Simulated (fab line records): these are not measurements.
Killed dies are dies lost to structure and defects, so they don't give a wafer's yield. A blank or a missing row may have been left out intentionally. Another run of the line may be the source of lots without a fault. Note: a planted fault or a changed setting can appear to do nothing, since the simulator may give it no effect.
Split-lot trial + flow n5 finfet + 21 wafers read across 7 lots, on a route 1938 steps long

== ON THE SPLIT ==
At N5_BEOL_M10_TRENCH_ETCH_37 (etches SiCOH lowk in C4F6/O2, target depth 148.83 nm, time 48 s), the setting source w was moved away from the recipe's 345 W on 3 of the 21 wafers read, by -16.7% to -11.5%. The other wafers ran this setting at the recipe's value.

== FROM THE SPLIT TO THE READING: what the file shows between them, 11 steps ==
- N5_BEOL_M10_ETCH_41: etches SiCN in CH3F/O2, target depth 42.6 nm, time 86 s
- N5_BEOL_M10_STRIP_77: strips in N2/H2, time 10 s
- N5_BEOL_M10_OCD_MEAS_38
- N5_BEOL_M10_HM_STRIP_39: strips TiN in peroxide tin strip, target depth 25 nm, time 158 s
- N5_BEOL_M10_SRD_40: time 30 s
- N5_BEOL_M10_ECD_50: material Cu, target thk 318 nm
- N5_BEOL_M10_ANNEAL_51: time 90 s
- N5_BEOL_M10_CMP_52: polishes, stops on SiCOH lowk, t overpolish 7 s, target thk 140 nm
- N5_BEOL_M10_THK_MEAS_53: measures by xrf
- N5_BEOL_M10_PRE_CLEAN_55: time 15 s
- N5_BEOL_M10_DEP_56: deposits SiCN from 3MS/NH3, target thk 15 nm, time 26.5 s

== THE READING ==
M10_RS, in ohm/sq, at N5_BEOL_M10_RS_MEAS_57 (measures by four-point-probe). A value of 0.1515 ohm/sq with a standard deviation of 0.0028 ohm/sq is what fault-free wafers of this fab line usually give.

| wafer  | tool, chamber at the split | source w as run, W | against the recipe | M10_RS, ohm/sq | against lot-mates on the recipe |
|--------|----------------------------|--------------------|--------------------|----------------|---------------------------------|
| L078.2 | rie diel-04, 3             | 345                | recipe             | 0.1477         | -                               |
| L078.3 | rie diel-04, 1             | 345                | recipe             | 0.1532         | -                               |
| L078.5 | rie diel-04, 3             | 345                | recipe             | 0.1480         | -                               |
| L081.1 | rie diel-05, 2             | 345                | recipe             | 0.1475         | -                               |
| L081.2 | rie diel-05, 1             | 345                | recipe             | 0.1497         | -                               |
| L081.4 | rie diel-05, 3             | 345                | recipe             | 0.1507         | -                               |
| L084.1 | rie diel-04, 3             | 345                | recipe             | 0.1473         | -                               |
| L084.3 | rie diel-04, 2             | 345                | recipe             | 0.1486         | -                               |
| L084.6 | rie diel-04, 1             | 345                | recipe             | 0.1515         | -                               |
| L087.1 | rie diel-05, 2             | 345                | recipe             | 0.1473         | -                               |
| L087.3 | rie diel-05, 1             | 345                | recipe             | 0.1504         | -                               |
| L087.4 | rie diel-05, 1             | 345                | recipe             | 0.1486         | -                               |
| L090.1 | rie diel-04, 1             | 345                | recipe             | 0.1520         | -                               |
| L090.3 | rie diel-04, 3             | 345                | recipe             | 0.1496         | -                               |
| L090.5 | rie diel-04, 1             | 287.3              | -16.7%             | 0.1671         | +0.0163                         |
| L094.3 | rie diel-05, 1             | 305.2              | -11.5%             | 0.1594         | +0.0079                         |
| L094.5 | rie diel-05, 0             | 345                | recipe             | 0.1532         | -                               |
| L094.6 | rie diel-05, 3             | 345                | recipe             | 0.1497         | -                               |
| L089.1 | rie diel-02, 0             | 345                | recipe             | 0.1476         | -                               |
| L089.2 | rie diel-02, 2             | 345                | recipe             | 0.1501         | -                               |
| L089.3 | rie diel-02, 3             | 301.9              | -12.5%             | 0.1651         | +0.0162                         |

THE FIT
A straight line over all 21 wafers: M10_RS changes by -0.00105 ohm/sq for each +1% of source w; r = -0.94; the points scatter about the line by 0.002 ohm/sq.
The same after taking each lot's own level away (the mean of its wafers on the recipe; 21 wafers): -0.000998 ohm/sq for each +1%; r = -0.93; scatter 0.002 ohm/sq.
The reading moves by 0.017 ohm/sq for the largest change in source w, on that fit.
The lots' own levels span 0.14877 to 0.15145 ohm/sq, that is 1.0 times the standard deviation above.
Consequently the slope shifts little with the lot-to-lot level, the two slopes agreeing.
Check: with one of the wafers moved furthest among these (-16.7%) left out of the fit, the line predicts +0.0171 ohm/sq for it against its lot-mates. It came out at +0.0163 ohm/sq against them.
Tool readings at the split's step, against how far the setting was moved: rf vpp V r = -0.95.

== THESE WAFERS: OTHER SPLITS ==
Before the reading, these wafers also passed through other splits. Each is held against what the fit with the lots' levels taken away leaves over:
| other split on the same wafers | wafers away from the commonest value | r with M10_RS (lot level and that fit taken away) |
|--------------------------------|--------------------------------------|---------------------------------------------------|
| N5_BEOL_M10_VIA_ETCH_34 time s | 6                                    | +0.10                                             |

== THE WHOLE CHAIN: every reading that the file lists as answering this split, in the file's order ==
| step                       | what it does                                                       | reading                                                                       | change (the file's fit)               | r (the file's) |
|----------------------------|--------------------------------------------------------------------|-------------------------------------------------------------------------------|---------------------------------------|----------------|
| N5_BEOL_M10_TRENCH_ETCH_37 | etches SiCOH lowk in C4F6/O2, target depth 148.83 nm, time 48 s    | rf vpp V                                                                      | -3.28 V for each +1% of the setting   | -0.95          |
| N5_BEOL_M10_TRENCH_ETCH_37 | etches SiCOH lowk in C4F6/O2, target depth 148.83 nm, time 48 s    | BEOL_M10.feature depth nm (the simulator's own value, which no gauge read)    | +0.757 nm for each +1% of the setting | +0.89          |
| N5_BEOL_M10_TRENCH_ETCH_37 | etches SiCOH lowk in C4F6/O2, target depth 148.83 nm, time 48 s    | etch.depth nm (the simulator's own value, which no gauge read)                | +0.756 nm for each +1% of the setting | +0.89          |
| N5_BEOL_M10_OCD_MEAS_38    |                                                                    | trench depth nm                                                               | +0.765 nm for each +1% of the setting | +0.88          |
| N5_BEOL_M10_CMP_52         | polishes, stops on SiCOH lowk, t overpolish 7 s, target thk 140 nm | Cu_of_BEOL_M10_ECD_50.thk nm (the simulator's own value, which no gauge read) | +0.769 nm for each +1% of the setting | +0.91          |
| N5_BEOL_M10_THK_MEAS_53    | measures by xrf                                                    | M10_THK                                                                       | +0.748 for each +1% of the setting    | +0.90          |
| N5_BEOL_M10_RS_MEAS_57     | measures by four-point-probe                                       | M10_RS                                                                        | -0.000997 for each +1% of the setting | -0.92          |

== FILE'S OWN FIT ==
M10_RS changes by -0.000997 ohm/sq for each +1% of source w, r = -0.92.
